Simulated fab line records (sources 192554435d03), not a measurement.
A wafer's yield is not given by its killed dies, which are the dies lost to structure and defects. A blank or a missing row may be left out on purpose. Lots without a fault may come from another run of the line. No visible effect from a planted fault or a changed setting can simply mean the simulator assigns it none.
Matching of chambers -- flow n5-finfet -- N5_BEOL_M6_STRIP_67 on rie-diel-04 has 4 sister chambers
The step strips in CF4. 8 wafers are shown with their chamber, then 11 later ones without.

== WAFERS, EACH WITH ITS CHAMBER ==
wafer,chamber,drypump-motor-current-A (A),showerhead-plenum-p-Torr (Torr)
L076.4,1,5.6,1.74
L080.5,1,5.6,1.74
L083.2,2,5.2,1.77
L083.4,3,5.1,1.83
L086.3,0,6.1,1.90
L086.5,0,6.1,1.90
L086.6,3,5.1,1.82
L087.2,2,5.1,1.76

== WAFERS WITHOUT THEIR CHAMBER ==
wafer,drypump-motor-current-A (A),showerhead-plenum-p-Torr (Torr)
L087.4,5.6,1.73
L087.6,5.1,1.76
L090.3,5.5,1.73
L090.5,5.1,1.82
L090.6,6.1,1.90
L088.2,5.6,1.73
L088.5,5.6,1.73
L088.6,5.2,1.76
L092.1,5.1,1.82
L092.2,5.6,1.73
L092.5,5.6,1.73

== WHICH CHAMBER EACH ONE RAN IN ==
wafer,from the rows above,in truth
L087.4,1,1
L087.6,2,2
L090.3,1,1
L090.5,3,3
L090.6,0,0
L088.2,1,1
L088.5,1,1
L088.6,2,2
L092.1,3,3
L092.2,1,1
L092.5,1,1
Correctly placed: 11 of 11. Left unplaced by these rows: 0. Wrongly placed: 0.
How it was worked out, from the rows above alone: a wafer's distance from a chamber is the root of the sum, over the readings, of the square of ((its reading less the chamber's mean) divided by the reading's scatter). If the next closest chamber is less than 2 further off than the closest, the wafer can't be placed; otherwise it belongs to the closest. A chamber's mean is the mean of its shown wafers. The scatter: the root of (the sum of the squares of (reading less its chamber's mean) over the shown wafers, divided by (wafers less chambers)).
